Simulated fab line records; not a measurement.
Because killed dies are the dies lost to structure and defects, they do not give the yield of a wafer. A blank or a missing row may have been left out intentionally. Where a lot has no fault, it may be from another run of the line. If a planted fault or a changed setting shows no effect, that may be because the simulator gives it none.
Chamber matching    flow n5-finfet    4 sister chambers for N5_FIN_SAQP_DESCUM_21 on rie-diel-06
The step chemistry O2, time 7.9 s. 4 wafers are shown with their chamber, then 10 later ones without.

## WAFERS, EACH WITH ITS CHAMBER
wafer   chamber  drypump-motor-current-A (A)
L082.6  3        4.9
L086.6  2        5.2
L087.1  0        5.1
L087.2  1        5.4

## WAFERS MISSING THEIR CHAMBER
wafer   drypump-motor-current-A (A)
L087.3  5.2
L087.4  4.9
L087.5  5.2
L087.6  5.4
L090.2  5.2
L090.3  5.1
L090.4  5.3
L096.1  5.0
L096.2  5.4
L096.6  4.9

## THE CHAMBER EACH PASSED THROUGH
wafer   from the rows above      in truth
L087.3  2                        2
L087.4  3                        3
L087.5  2                        2
L087.6  1                        1
L090.2  2                        2
L090.3  0                        0
L090.4  can't be placed: 2 or 1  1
L096.1  can't be placed: 0 or 3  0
L096.2  1                        1
L096.6  3                        3
Correctly placed: 8 of 10. From these rows, 2 cannot be placed; in 2 the true chamber is one of the candidates. Placed wrongly: 0.
How it was worked out, from the rows above alone: a wafer's distance from a chamber is the root of the sum, over the readings, of the square of ((its reading less the chamber's mean) divided by the reading's scatter). If the next closest chamber is less than 2 further off than the closest, the wafer can't be placed; otherwise it belongs to the closest. For every chamber, the mean is computed from those of its wafers that are shown. The scatter (one wafer shown for each chamber): square how far every hidden wafer sits from the nearest shown wafer, average those squares and take the square root.
